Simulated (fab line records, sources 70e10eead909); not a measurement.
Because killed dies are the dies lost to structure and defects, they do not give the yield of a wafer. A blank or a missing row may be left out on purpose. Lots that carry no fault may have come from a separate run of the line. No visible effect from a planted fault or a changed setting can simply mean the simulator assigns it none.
Chamber matching	flow nand-harc	rie-diel-06 running NHARC_P_BONDPAD_ACTIVATE_29: 4 sister chambers
The step chemistry N2, time 60 s. 4 wafers are shown with their chamber, then 12 later ones without.

== WAFERS WITH THEIR CHAMBER ==
wafer	chamber	drypump-motor-current-A (A)
L085.6	3	6.4
L089.5	2	6.0
L088.2	0	6.4
L088.5	1	5.4

== WAFERS WITHOUT THEIR CHAMBER ==
wafer	drypump-motor-current-A (A)
L090.2	6.4
L090.5	6.0
L090.6	6.3
L094.1	6.4
L094.2	6.0
L094.3	5.3
L097.2	6.4
L097.4	5.3
L097.6	5.4
L096.2	6.0
L096.3	6.4
L096.6	5.4

== THE CHAMBER EACH PASSED THROUGH ==
wafer	from the rows above	in truth
L090.2	can't be placed: 0 or 3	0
L090.5	2	2
L090.6	can't be placed: 0 or 3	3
L094.1	can't be placed: 0 or 3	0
L094.2	2	2
L094.3	1	1
L097.2	can't be placed: 0 or 3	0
L097.4	1	1
L097.6	1	1
L096.2	2	2
L096.3	can't be placed: 0 or 3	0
L096.6	1	1
7 of 12 placed correctly. Cannot be placed on the basis of these rows: 5; the candidates contain the true chamber in 5. 0 placed wrongly.
How it was worked out, from the rows above alone: a wafer's distance from a chamber is the root of the sum, over the readings, of the square of ((its reading less the chamber's mean) divided by the reading's scatter). If the next closest chamber is less than 2 further off than the closest, the wafer can't be placed; otherwise it belongs to the closest. A chamber's mean is the mean of its shown wafers. The scatter: root of mean squared gap, hidden wafer to nearest shown wafer, with one shown wafer a chamber.
